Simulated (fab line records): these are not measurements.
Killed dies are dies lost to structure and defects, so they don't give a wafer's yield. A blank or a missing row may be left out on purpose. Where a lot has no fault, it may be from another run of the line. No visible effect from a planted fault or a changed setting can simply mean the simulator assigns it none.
fab line records	flow nand-harc
record lots=13	wafers=39	last-day=25
route steps=1159 shown A_WL_FILL@810 A_CONTACT@843 END@1159
lots with no fault: from the same line, run without faults
start-h: start of the lot's first displayed wafer, in hours after the record's first day	wait-h: hours since the lot's step before	" same as the row above	L1.1+2: several wafers, shown together as one row	- no value present, or no start provided	* or withheld: withheld	< > ~ a bound
route shown NAME@n: names a module that has steps shown in the file, with the first one's number in the route	usual: the fault-free wafers' mean and standard deviation	same: alike in all rows	chamber/n: place in a boat	sites: per-site readings	_std_site: their standard deviation	_edge_site: the outer-site mean with the inner-site mean subtracted	radius-mm: how far each site lies from the wafer's centre	mask NAME#n: copy n	behind: the most recent tool/chamber to have shaped the wafer	hold: reason for holding the lot/hours on hold/outcome of the hold	device: names the non-switching transistor (n, p or np)	end of line: tests run on the same wafers once the route is complete	step lacking rows: just its recipe	killed: dies that structure and defects cost at the first sort, which is not the same as the wafer's yield	map: a wafer's dies, x killed, . not, _ none there
set.NAME: the run value of the setting; set.NAME@STEP: its run value at that earlier step	model.NAME: the simulator's own value behind a step, which no gauge read
route steps across a sampled set of lots; one table per step, one row per wafer
services: when a tool's chamber went out of use (start-h, in hours from the record's first day, below 0 if earlier), for how many hours, and the reason
## steps
# step NHARC_A_WL_FILL_RTA_01
# recipe temp-c=1000	time-s=5
# usual lamp-power-pct=28.88/0.17	wafer_temp_C_max=1005.3/1.5
lot.wafer	tool	chamber	start-h	wait-h	lamp-power-pct	wafer_temp_C_max
L419.1	rtp-anneal-01	0	338.69	-	29.06	1004.7
L419.2	"	0	"	"	29.01	1002.6
L419.3	"	0	"	"	29.09	1005.0
L418.1	rtp-anneal-01	0	338.88	0.3	28.99	1006.5
L418.2	"	0	"	"	29.05	1006.0
L418.3	"	0	"	"	29.07	1005.2
L421.1	rtp-anneal-01	0	347.28	-	29.06	1002.7
L421.3	"	0	"	"	29.03	1003.5
L421.6	"	0	"	"	29.07	1003.2
L420.1	rtp-anneal-02	0	347.73	-	28.70	1005.6
L420.4	"	0	"	"	28.71	1006.8
L420.6	"	0	"	"	28.72	1006.0
L422.1	rtp-anneal-01	0	352.22	-	29.04	1004.0
L422.3	"	0	"	"	29.07	1003.4
L422.6	"	0	"	"	29.06	1005.0
L425.2	rtp-anneal-01	0	369.73	-	28.99	1004.6
L425.3	"	0	"	"	29.01	1003.7
L425.4	"	0	"	"	28.96	1003.0
L426.1	rtp-anneal-01	0	392.59	-	29.09	1004.7
L426.3	"	0	"	"	29.03	1005.4
L426.5	"	0	"	"	29.04	1003.7
L437.2	rtp-anneal-01	0	436.81	-	29.02	1005.6
L437.3	"	0	"	"	28.92	1003.5
L437.6	"	0	"	"	29.00	1005.7
L438.2	rtp-anneal-02	0	447.05	-	28.73	1005.6
L438.3	"	0	"	"	28.68	1008.1
L438.5	"	0	"	"	28.73	1004.3
L436.2	rtp-anneal-01	0	457.65	-	29.03	1002.7
L436.5	"	0	"	"	29.04	1005.3
L436.6	"	0	"	"	29.05	1006.4
L439.1	rtp-anneal-01	0	457.80	-	29.02	1004.1
L439.2	"	0	"	"	29.07	1003.7
L439.4	"	0	"	"	29.02	1004.7
L440.4	rtp-anneal-02	0	457.82	-	28.71	1005.8
L440.5	"	0	"	"	28.72	1005.7
L440.6	"	0	"	"	28.67	1008.2
L441.1	rtp-anneal-02	0	472.89	-	28.70	1005.9
L441.2	"	0	"	"	28.70	1005.2
L441.5	"	0	"	"	28.71	1004.4
# step NHARC_A_WL_FILL_CMP_12
# recipe t-overpolish-s=30	target-thk-nm=75
# usual motor-current-A=11.6/1.2	overpolish-run-s=30.000/0.0081	time-to-endpoint-s=15.8/2.1
# same t-overpolish-s=30
lot.wafer	tool	chamber	start-h	wait-h	motor-current-A	overpolish-run-s	time-to-endpoint-s
L418.3	cmp-02	3	364.70	2.9	10.4	30.001	14.4
L418.2	"	1	"	"	11.5	30.000	18.2
L418.1	"	2	"	"	11.8	29.994	16.9
L419.2	cmp-03	0	367.65	4.3	9.5	29.996	15.3
L419.3	"	1	"	"	11.9	30.008	12.5
L419.1	"	2	"	"	11.7	30.002	14.7
L421.3	cmp-03	2	372.22	2.9	11.6	30.008	14.0
L421.1	"	0	"	"	9.9	29.999	14.3
L421.6	"	3	"	"	12.1	30.002	16.1
L420.4	cmp-04	0	377.90	2.9	13.1	29.998	15.5
L420.1	"	3	"	"	14.2	30.007	13.6
L420.6	"	0	"	"	12.5	29.992	13.6
L422.3	cmp-02	0	380.33	2.9	12.0	29.995	13.8
L422.1	"	1	"	"	11.5	30.003	17.7
L422.6	"	2	"	"	11.8	29.997	17.1
L425.2	cmp-02	0	396.02	4.3	11.6	29.993	16.5
L425.4	"	2	"	"	11.8	30.009	15.8
L425.3	"	3	"	"	10.0	30.007	14.3
L426.3	cmp-03	0	422.71	2.2	9.4	29.995	9.1
L426.1	"	2	"	"	11.8	29.987	11.4
L426.5	"	3	"	"	11.5	30.002	9.7
L437.2	cmp-04	2	472.40	4.4	13.2	29.984	19.0
L437.3	"	3	"	"	13.9	30.006	16.7
L437.6	"	1	"	"	10.6	30.002	18.2
L438.2	cmp-04	1	474.62	3.6	11.2	29.998	20.1
L438.3	"	3	"	"	13.5	29.994	14.3
L438.5	"	1	"	"	11.0	29.995	19.7
L436.2	cmp-02	3	491.45	3.6	9.9	30.004	11.8
L436.5	"	2	"	"	11.6	30.010	14.9
L436.6	"	3	"	"	10.1	30.005	14.5
L440.4	cmp-04	1	492.05	2.9	11.2	29.997	19.4
L440.5	"	1	"	"	10.7	30.008	17.8
L440.6	"	2	"	"	13.0	29.994	15.6
L439.4	cmp-04	1	495.69	2.2	11.3	30.004	17.3
L439.2	"	3	"	"	14.5	30.007	12.9
L439.1	"	0	"	"	12.7	29.994	16.9
L441.2	cmp-04	3	506.62	3.6	14.4	29.994	13.2
L441.1	"	0	"	"	13.5	30.001	14.2
L441.5	"	2	"	"	12.3	30.003	13.7
# step NHARC_A_WL_FILL_INSPECT_15
# usual raw-defect-count=383/110
lot.wafer	tool	chamber	start-h	wait-h	raw-defect-count
L418.1	defect-inspect-01	-	365.17	0.0	309
L418.2	"	-	"	"	216
L418.3	"	-	"	"	589
L419.1	defect-inspect-02	-	368.14	0.0	524
L419.2	"	-	"	"	492
L419.3	"	-	"	"	738
L421.1	defect-inspect-02	-	372.68	0.0	376
L421.3	"	-	"	"	411
L421.6	"	-	"	"	220
L420.1	defect-inspect-02	-	378.38	0.0	493
L420.4	"	-	"	"	319
L420.6	"	-	"	"	325
L422.1	defect-inspect-01	-	380.77	0.1	350
L422.3	"	-	"	"	528
L422.6	"	-	"	"	372
L425.2	defect-inspect-02	-	396.48	0.0	264
L425.3	"	-	"	"	262
L425.4	"	-	"	"	442
L426.1	defect-inspect-01	-	423.15	0.0	334
L426.3	"	-	"	"	381
L426.5	"	-	"	"	485
L437.2	defect-inspect-01	-	472.84	0.0	440
L437.3	"	-	"	"	334
L437.6	"	-	"	"	318
L438.2	defect-inspect-02	-	475.10	0.0	412
L438.3	"	-	"	"	345
L438.5	"	-	"	"	268
L436.2	defect-inspect-01	-	491.91	0.0	371
L436.5	"	-	"	"	411
L436.6	"	-	"	"	348
L440.4	defect-inspect-02	-	492.56	0.0	335
L440.5	"	-	"	"	405
L440.6	"	-	"	"	300
L439.1	defect-inspect-02	-	496.17	0.0	505
L439.2	"	-	"	"	451
L439.4	"	-	"	"	553
L441.1	defect-inspect-02	-	507.06	0.0	409
L441.2	"	-	"	"	706
L441.5	"	-	"	"	360
# step NHARC_A_CONTACT_DEP_29
# recipe target-thk-a=700	target-thk-nm=70	temp-c=400	pressure-torr=3.5	flow-sccm=200	rf-w=350	material=SiON
# usual heater-power-w=806/77
lot.wafer	tool	chamber	start-h	wait-h	heater-power-w
L418.2	pecvd-01	1	368.22	1.6	923
L418.1	"	2	"	"	779
L418.3	"	1	"	"	920
L419.1	pecvd-01	1	373.94	1.9	910
L419.2	"	2	"	"	683
L419.3	"	1	"	"	908
L421.3	pecvd-03	0	376.28	1.1	773
L421.1	"	2	"	"	778
L421.6	"	0	"	"	779
L420.1	pecvd-01	2	381.66	1.9	764
L420.4	"	2	"	"	755
L420.6	"	0	"	"	790
L422.1	pecvd-02	2	383.97	1.8	762
L422.3	"	1	"	"	795
L422.6	"	1	"	"	780
L425.3	pecvd-01	2	402.23	1.1	786
L425.2	"	0	"	"	755
L425.4	"	0	"	"	758
L426.1	pecvd-03	2	426.98	1.9	777
L426.3	"	0	"	"	760
L426.5	"	2	"	"	789
L437.2	pecvd-02	1	475.77	1.5	841
L437.3	"	0	"	"	944
L437.6	"	2	"	"	807
L438.2	pecvd-01	1	478.01	1.5	754
L438.3	"	2	"	"	811
L438.5	"	2	"	"	800
L436.2	pecvd-01	2	495.77	1.6	837
L436.5	"	0	"	"	716
L436.6	"	2	"	"	857
L440.6	pecvd-01	1	496.51	0.1	902
L440.5	"	2	"	"	843
L440.4	"	0	"	"	804
L439.2	pecvd-01	2	499.10	1.5	739
L439.1	"	0	"	"	756
L439.4	"	0	"	"	751
L441.2	pecvd-03	1	509.98	1.5	818
L441.1	"	2	"	"	858
L441.5	"	1	"	"	821
# step NHARC_END_SORT_01
# recipe temp-c=25
# usual killed-at-array=25/9.2	killed-at-other=0.9/1.3	killed-at-periphery=3.3/2.3	killed-dies=29/9.6	killed-open=3.2/1.8	killed-short=2/1.4
# same gross-dies=677
lot.wafer	tool	chamber	start-h	wait-h	killed-at-array	killed-at-other	killed-at-periphery	killed-dies	killed-open	killed-short
L418.1	prober-02	0	435.61	2.5	19	0	3	22	0	5
L418.2	prober-02	0	436.40	2.8	17	3	7	27	2	3
L418.3	prober-02	0	437.19	3.1	12	0	9	21	1	1
L419.1	prober-01	0	443.28	2.5	39	0	3	42	5	5
L419.2	prober-01	0	444.09	2.8	27	0	0	27	1	2
L419.3	prober-01	0	444.90	3.1	25	1	0	26	2	1
L422.1	prober-01	0	451.13	2.5	22	3	5	30	2	5
L422.3	prober-01	0	452.75	3.1	25	1	1	27	1	2
L422.6	prober-01	0	455.20	4.1	27	1	5	33	6	4
L421.1	prober-02	0	455.77	2.5	18	0	3	21	1	2
L421.3	prober-02	0	457.36	3.1	15	0	1	16	0	0
L421.6	prober-02	0	459.75	4.0	18	0	5	23	3	3
L420.1	prober-01	0	459.03	2.5	31	0	3	34	2	4
L420.4	prober-01	0	461.39	3.4	22	1	8	31	6	1
L420.6	prober-01	0	462.97	3.9	30	0	4	34	3	2
L425.2	prober-02	0	471.06	2.8	33	0	1	34	4	1
L425.3	prober-02	0	471.86	3.1	38	0	0	38	3	1
L425.4	prober-02	0	472.66	3.4	37	0	1	38	6	1
L426.1	prober-01	0	497.84	2.5	23	1	5	29	4	3
L426.3	prober-01	0	499.45	3.1	24	0	7	31	6	2
L426.5	prober-01	0	501.06	3.7	21	0	1	22	3	1
L438.2	prober-02	0	552.50	2.8	30	0	0	30	2	0
L438.3	prober-02	0	553.29	3.1	25	1	1	27	4	4
L438.5	prober-02	0	554.87	3.7	27	1	2	30	2	4
L437.2	prober-01	0	560.28	2.8	12	0	1	13	2	2
L437.3	prober-01	0	561.08	3.1	12	0	3	15	6	2
L437.6	prober-01	0	563.49	4.0	14	2	3	19	3	4
L436.2	prober-02	0	568.04	2.8	29	1	3	33	3	2
L436.5	prober-02	0	570.39	3.6	31	0	4	35	4	1
L436.6	prober-02	0	571.17	3.9	37	0	6	43	3	0
L440.4	prober-01	0	569.75	3.4	17	2	6	25	6	2
L440.5	prober-01	0	570.56	3.7	16	1	7	24	3	1
L440.6	prober-01	0	571.37	4.0	15	2	3	20	2	3
L439.1	prober-02	0	575.00	2.5	39	0	5	44	2	1
L439.2	prober-02	0	575.80	2.8	43	1	6	50	4	1
L439.4	prober-02	0	577.40	3.4	38	1	3	42	1	0
L441.1	prober-02	0	590.49	2.5	23	0	1	24	0	3
L441.2	prober-02	0	591.29	2.8	20	0	2	22	2	4
L441.5	prober-02	0	593.70	3.7	19	1	3	23	3	0
# killed by level:class
L418.1 A_CHANNEL_FILL_D1:chamber-film-flake=4 A_WL_FILL:geometric-particle:short=2 P_STI:chamber-film-flake=2 A_STAIRCASE:chamber-film-flake=2 A_SLIT:chamber-film-flake=2 A_WL_FILL:chamber-film-flake=2 A_SOURCE_PLATE:geometric-particle:short=1 A_ONON_D1:geometric-particle:short=1
L418.2 P_STI:chamber-film-flake=4 A_CHANNEL_HOLE_D1:chamber-film-flake=3 A_WL_FILL:chamber-film-flake=3 THIN_TSV:chamber-film-flake=3 A_CHANNEL_FILL_D1:geometric-particle:short=2 A_M0:geometric-particle:open=2 A_CHANNEL_FILL_D1:chamber-film-flake=2 A_STAIRCASE:chamber-film-flake=2
L418.3 A_CHANNEL_FILL_D1:chamber-film-flake=5 P_STI:chamber-film-flake=4 P_M0:chamber-film-flake=2 A_STAIRCASE:chamber-film-flake=2 P_CONTACT:geometric-particle:open=1 A_CONTACT:geometric-particle:short=1 P_ZERO_WELL:chamber-film-flake=1 P_GATE:chamber-film-flake=1
L419.1 A_CHANNEL_HOLE_D1:chamber-film-flake=14 A_SLIT:chamber-film-flake=9 A_WL_FILL:chamber-film-flake=4 A_CONTACT:chamber-film-flake=3 P_CONTACT:geometric-particle:open=2 A_CHANNEL_FILL_D1:geometric-particle:short=2 A_WL_FILL:geometric-particle:short=2 A_CHANNEL_FILL_D1:geometric-particle:open=1
L419.2 A_CHANNEL_HOLE_D1:chamber-film-flake=7 A_SLIT:chamber-film-flake=5 A_WL_FILL:chamber-film-flake=5 A_CONTACT:chamber-film-flake=5 A_STAIRCASE:chamber-film-flake=2 A_CHANNEL_HOLE_D1:geometric-particle:short=1 A_CHANNEL_FILL_D1:geometric-particle:short=1 A_CONTACT:geometric-particle:open=1
L419.3 A_CHANNEL_HOLE_D1:chamber-film-flake=11 A_SLIT:chamber-film-flake=5 A_STAIRCASE:chamber-film-flake=4 A_WL_FILL:chamber-film-flake=2 A_ONON_D1:geometric-particle:short=1 A_CHANNEL_FILL_D1:geometric-particle:open=1 A_BLC:geometric-particle:open=1 THIN_TSV:chamber-film-flake=1
L422.1 A_CHANNEL_HOLE_D1:chamber-film-flake=9 A_SLIT:chamber-film-flake=4 A_STAIRCASE:chamber-film-flake=3 THIN_TSV:chamber-film-flake=3 A_CONTACT:geometric-particle:open=2 P_STI:chamber-film-flake=2 P_STI:geometric-particle:short=1 P_M0:geometric-particle:short=1
L422.3 A_SLIT:chamber-film-flake=9 A_CHANNEL_HOLE_D1:chamber-film-flake=8 A_STAIRCASE:chamber-film-flake=3 A_CONTACT:chamber-film-flake=2 P_GATE:geometric-particle:open=1 A_WL_FILL:geometric-particle:short=1 STARTING-WAFER:geometric-particle:short=1 A_ZERO_WELL:chamber-film-flake=1
L422.6 A_SLIT:chamber-film-flake=7 A_CHANNEL_HOLE_D1:chamber-film-flake=5 A_STAIRCASE:chamber-film-flake=4 A_CHANNEL_FILL_D1:geometric-particle:short=3 A_WL_FILL:chamber-film-flake=2 P_STI:chamber-film-flake=2 A_ZERO_WELL:chamber-film-flake=2 P_CONTACT:geometric-particle:open=1
L421.1 A_SLIT:chamber-film-flake=5 A_CHANNEL_HOLE_D1:chamber-film-flake=4 A_CONTACT:chamber-film-flake=4 A_STAIRCASE:chamber-film-flake=3 P_CONTACT:chamber-film-flake=2 P_CONTACT:geometric-particle:open=1 A_ONON_D1:geometric-particle:short=1 A_CONTACT:geometric-particle:short=1
L421.3 A_STAIRCASE:chamber-film-flake=4 A_SLIT:chamber-film-flake=4 A_WL_FILL:chamber-film-flake=3 A_CONTACT:chamber-film-flake=3 P_CONTACT:chamber-film-flake=1 A_CHANNEL_HOLE_D1:chamber-film-flake=1
L420.1 A_CONTACT:chamber-film-flake=12 A_CHANNEL_HOLE_D1:chamber-film-flake=8 A_STAIRCASE:chamber-film-flake=2 A_SLIT:chamber-film-flake=2 A_WL_FILL:chamber-film-flake=2 P_M0:geometric-particle:open=1 A_CHANNEL_HOLE_D1:geometric-particle:short=1 A_CHANNEL_FILL_D1:geometric-particle:short=1
L421.6 A_STAIRCASE:chamber-film-flake=6 A_SLIT:chamber-film-flake=3 A_CONTACT:chamber-film-flake=3 P_GATE:chamber-film-flake=2 A_CHANNEL_FILL_D1:chamber-film-flake=2 P_STI:geometric-particle:short=1 P_M0:geometric-particle:short=1 P_M0:geometric-particle:open=1
L420.4 A_CHANNEL_HOLE_D1:chamber-film-flake=9 P_M1:chamber-film-flake=4 A_STAIRCASE:chamber-film-flake=4 A_CONTACT:chamber-film-flake=3 P_M2:geometric-particle:open=2 P_GATE:geometric-particle:open=1 A_CHANNEL_FILL_D1:geometric-particle:short=1 A_WL_FILL:geometric-particle:open=1
L420.6 A_CHANNEL_HOLE_D1:chamber-film-flake=13 A_CONTACT:chamber-film-flake=7 A_WL_FILL:chamber-film-flake=4 A_STAIRCASE:chamber-film-flake=3 P_CONTACT:geometric-particle:short=1 P_M2:geometric-particle:open=1 A_ONON_D1:geometric-particle:short=1 A_BLC:geometric-particle:open=1
L425.2 A_CHANNEL_HOLE_D1:chamber-film-flake=14 A_SLIT:chamber-film-flake=7 A_STAIRCASE:chamber-film-flake=4 A_CONTACT:chamber-film-flake=3 A_CONTACT:geometric-particle:open=2 P_M0:geometric-particle:open=1 A_CHANNEL_HOLE_D1:geometric-particle:short=1 A_M0:geometric-particle:open=1
L425.3 A_CHANNEL_HOLE_D1:chamber-film-flake=17 A_SLIT:chamber-film-flake=9 A_CONTACT:chamber-film-flake=5 A_CONTACT:geometric-particle:open=2 A_STAIRCASE:chamber-film-flake=2 A_STAIRCASE:geometric-particle:open=1 A_M0:geometric-particle:short=1 A_BONDPAD:chamber-film-flake=1
L425.4 A_CHANNEL_HOLE_D1:chamber-film-flake=12 A_STAIRCASE:chamber-film-flake=7 A_SLIT:chamber-film-flake=6 A_CONTACT:chamber-film-flake=4 A_CHANNEL_FILL_D1:geometric-particle:open=2 P_M0:geometric-particle:open=1 A_SOURCE_PLATE:geometric-particle:open=1 A_ONON_D1:geometric-particle:open=1
L426.1 A_SLIT:chamber-film-flake=9 A_STAIRCASE:chamber-film-flake=3 A_CONTACT:chamber-film-flake=3 P_CONTACT:geometric-particle:open=2 P_ZERO_WELL:chamber-film-flake=2 A_CHANNEL_HOLE_D1:chamber-film-flake=2 A_WL_FILL:chamber-film-flake=2 A_ONON_D1:geometric-particle:open=1
L426.3 A_SLIT:chamber-film-flake=9 A_WL_FILL:chamber-film-flake=6 P_ZERO_WELL:chamber-film-flake=3 A_ONON_D1:geometric-particle:short=2 A_CHANNEL_HOLE_D1:chamber-film-flake=2 P_STI:geometric-particle:open=1 P_GATE:geometric-particle:open=1 P_CONTACT:geometric-particle:open=1
L426.5 A_SLIT:chamber-film-flake=10 A_CONTACT:chamber-film-flake=3 A_CHANNEL_HOLE_D1:chamber-film-flake=2 A_STAIRCASE:chamber-film-flake=2 P_M0:geometric-particle:open=1 A_ONON_D1:geometric-particle:short=1 A_CHANNEL_FILL_D1:geometric-particle:open=1 A_CONTACT:geometric-particle:open=1
L438.2 A_SLIT:chamber-film-flake=14 A_CHANNEL_HOLE_D1:chamber-film-flake=8 A_CONTACT:chamber-film-flake=3 A_STAIRCASE:chamber-film-flake=2 A_WL_FILL:geometric-particle:open=1 A_CONTACT:geometric-particle:open=1 A_WL_FILL:chamber-film-flake=1
L438.3 A_SLIT:chamber-film-flake=8 A_CONTACT:chamber-film-flake=4 A_CHANNEL_HOLE_D1:chamber-film-flake=3 A_STAIRCASE:chamber-film-flake=3 P_M0:geometric-particle:open=1 A_CHANNEL_HOLE_D1:geometric-particle:short=1 A_CHANNEL_FILL_D1:geometric-particle:short=1 A_SGD_CUT:geometric-particle:short=1
L438.5 A_STAIRCASE:chamber-film-flake=8 A_SLIT:chamber-film-flake=7 A_CHANNEL_HOLE_D1:chamber-film-flake=4 A_WL_FILL:chamber-film-flake=2 P_M0:geometric-particle:short=1 A_ONON_D1:geometric-particle:short=1 A_CHANNEL_HOLE_D1:geometric-particle:open=1 A_SGD_CUT:geometric-particle:short=1
L437.2 A_CHANNEL_HOLE_D1:chamber-film-flake=6 A_CONTACT:chamber-film-flake=2 A_ONON_D1:geometric-particle:open=1 A_ONON_D1:geometric-particle:short=1 A_CONTACT:geometric-particle:open=1 A_M0:geometric-particle:short=1 P_STI:chamber-film-flake=1
L437.3 A_CHANNEL_HOLE_D1:chamber-film-flake=5 A_ONON_D1:geometric-particle:open=2 A_WL_FILL:geometric-particle:short=2 A_CONTACT:geometric-particle:open=2 P_CONTACT:geometric-particle:open=1 P_BONDPAD:geometric-particle:open=1 P_STI:chamber-film-flake=1 A_CONTACT:chamber-film-flake=1
L437.6 A_CHANNEL_HOLE_D1:chamber-film-flake=5 A_SLIT:chamber-film-flake=2 A_CONTACT:chamber-film-flake=2 P_GATE:geometric-particle:open=1 A_ONON_D1:geometric-particle:short=1 A_ONON_D1:geometric-particle:open=1 A_CHANNEL_FILL_D1:geometric-particle:open=1 A_WL_FILL:geometric-particle:short=1
L436.2 A_CHANNEL_HOLE_D1:chamber-film-flake=11 A_SLIT:chamber-film-flake=8 A_CONTACT:chamber-film-flake=6 A_WL_FILL:geometric-particle:open=2 P_M1:geometric-particle:open=1 P_M1:geometric-particle:short=1 A_CHANNEL_HOLE_D1:geometric-particle:short=1 P_STI:chamber-film-flake=1
L440.4 A_CONTACT:chamber-film-flake=6 P_M2:chamber-film-flake=3 A_CHANNEL_HOLE_D1:chamber-film-flake=3 A_SLIT:chamber-film-flake=3 THIN_TSV:chamber-film-flake=2 P_GATE:geometric-particle:open=1 P_CONTACT:geometric-particle:open=1 P_M0:geometric-particle:open=1
L436.5 A_SLIT:chamber-film-flake=11 A_CHANNEL_HOLE_D1:chamber-film-flake=11 A_CONTACT:chamber-film-flake=6 P_CONTACT:geometric-particle:open=1 P_M0:geometric-particle:open=1 A_ONON_D1:geometric-particle:open=1 A_CHANNEL_FILL_D1:geometric-particle:open=1 A_CHANNEL_FILL_D1:geometric-particle:short=1
L440.5 A_CONTACT:chamber-film-flake=7 P_M2:chamber-film-flake=5 A_CHANNEL_HOLE_D1:chamber-film-flake=3 A_SLIT:chamber-film-flake=2 P_GATE:geometric-particle:short=1 A_CONTACT:geometric-particle:open=1 A_BLC:geometric-particle:open=1 A_M0:geometric-particle:open=1
L436.6 A_CHANNEL_HOLE_D1:chamber-film-flake=20 A_SLIT:chamber-film-flake=11 A_CONTACT:chamber-film-flake=4 P_STI:geometric-particle:open=2 P_STI:chamber-film-flake=2 P_M1:chamber-film-flake=2 A_ONON_D1:geometric-particle:open=1 A_ZERO_WELL:chamber-film-flake=1
L440.6 A_CHANNEL_HOLE_D1:chamber-film-flake=6 A_ONON_D1:geometric-particle:short=2 P_M2:chamber-film-flake=2 A_STAIRCASE:chamber-film-flake=2 A_CONTACT:chamber-film-flake=2 THIN_TSV:chamber-film-flake=2 A_ONON_D1:geometric-particle:open=1 A_CONTACT:geometric-particle:short=1
L439.1 A_CHANNEL_HOLE_D1:chamber-film-flake=16 A_SLIT:chamber-film-flake=11 A_CONTACT:chamber-film-flake=8 P_M2:chamber-film-flake=4 A_ONON_D1:geometric-particle:open=1 A_CONTACT:geometric-particle:short=1 A_BLC:geometric-particle:open=1 P_GATE:chamber-film-flake=1
L439.2 A_CHANNEL_HOLE_D1:chamber-film-flake=19 A_SLIT:chamber-film-flake=15 A_CONTACT:chamber-film-flake=6 P_GATE:geometric-particle:open=2 P_M2:chamber-film-flake=2 P_GATE:geometric-particle:short=1 A_ONON_D1:geometric-particle:open=1 A_M0:geometric-particle:open=1
L439.4 A_SLIT:chamber-film-flake=14 A_CHANNEL_HOLE_D1:chamber-film-flake=11 A_CONTACT:chamber-film-flake=10 P_M2:chamber-film-flake=3 A_WL_FILL:chamber-film-flake=2 A_BLC:geometric-particle:open=1 THIN_TSV:chamber-film-flake=1
L441.1 A_CHANNEL_HOLE_D1:chamber-film-flake=11 A_CONTACT:chamber-film-flake=6 A_ONON_D1:geometric-particle:short=2 A_CHANNEL_FILL_D1:chamber-film-flake=2 A_CHANNEL_FILL_D1:geometric-particle:short=1 P_GATE:chamber-film-flake=1 A_WL_FILL:chamber-film-flake=1
L441.2 A_CONTACT:chamber-film-flake=6 A_CHANNEL_HOLE_D1:chamber-film-flake=5 A_ONON_D1:geometric-particle:short=2 A_ONON_D1:geometric-particle:open=1 A_SGD_CUT:geometric-particle:short=1 A_WL_FILL:geometric-particle:short=1 A_WL_FILL:geometric-particle:open=1 P_ZERO_WELL:chamber-film-flake=1
L441.5 A_CONTACT:chamber-film-flake=7 A_CHANNEL_HOLE_D1:chamber-film-flake=6 P_M0:geometric-particle:open=1 A_CHANNEL_FILL_D1:geometric-particle:open=1 P_ZERO_WELL:chamber-film-flake=1 A_WL_FILL:geometric-particle:open=1 P_GATE:chamber-film-flake=1 A_ZERO_WELL:chamber-film-flake=1
## services
tool	chamber	start-h	hours	kind
cmp-04	-	322.23	0.6	repair
cmp-02	-	324.66	4.0	pm
cmp-03	-	328.40	2.0	repair
pecvd-02	0	329.73	4.6	repair
pecvd-02	-	334.39	13.0	pm
cmp-04	-	337.55	2.5	repair
cmp-02	-	345.85	1.3	repair
cmp-02	-	350.80	1.6	repair
pecvd-01	0	351.15	6.1	repair
cmp-03	-	352.00	4.0	pm
pecvd-01	0	365.15	14.1	repair
rtp-anneal-02	-	397.18	2.6	repair
cmp-02	-	397.79	1.1	repair
cmp-04	-	399.13	4.0	pm
pecvd-01	-	418.00	13.0	pm
pecvd-01	0	418.00	13.0	vent-cycle
pecvd-01	1	418.00	13.0	vent-cycle
cmp-02	-	422.66	4.0	pm
cmp-02	-	445.32	2.6	repair
pecvd-02	2	447.01	11.5	repair
cmp-03	-	450.00	4.0	pm
pecvd-03	-	473.29	13.0	pm
cmp-03	-	496.76	3.3	repair
cmp-04	-	497.13	4.0	pm
## key
first-sign step=NHARC_A_WL_FILL_CMP_12	reading=time-to-endpoint-s	direction=down	sigmas=3	usual=*	struck=*
effect none on later readings
met-at NHARC_A_WL_FILL_CMP_12
struck-lots L426
struck-wafers L426.3,L426.5
tester-left-out L426
not-acting-at NHARC_A_WL_FILL_RTA_01,NHARC_A_WL_FILL_INSPECT_15,NHARC_A_CONTACT_DEP_29
onset-between 372.22 422.71
fault kind=process-parameter-drift	tool=cmp-03	chamber=-	onset-h=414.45	steps=NHARC_A_WL_FILL_CMP_12	channel=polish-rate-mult	offset=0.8	shape=step	end-h=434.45	scope=struck-wafers-only
# tester-left-out: of these lots the tester's yield and bins aren't shown, on N5 and GAA mostly nor the transistor test; their killed dies are dies lost to structure and defects alone, not to doping, threshold or leakage, so they don't give the yield
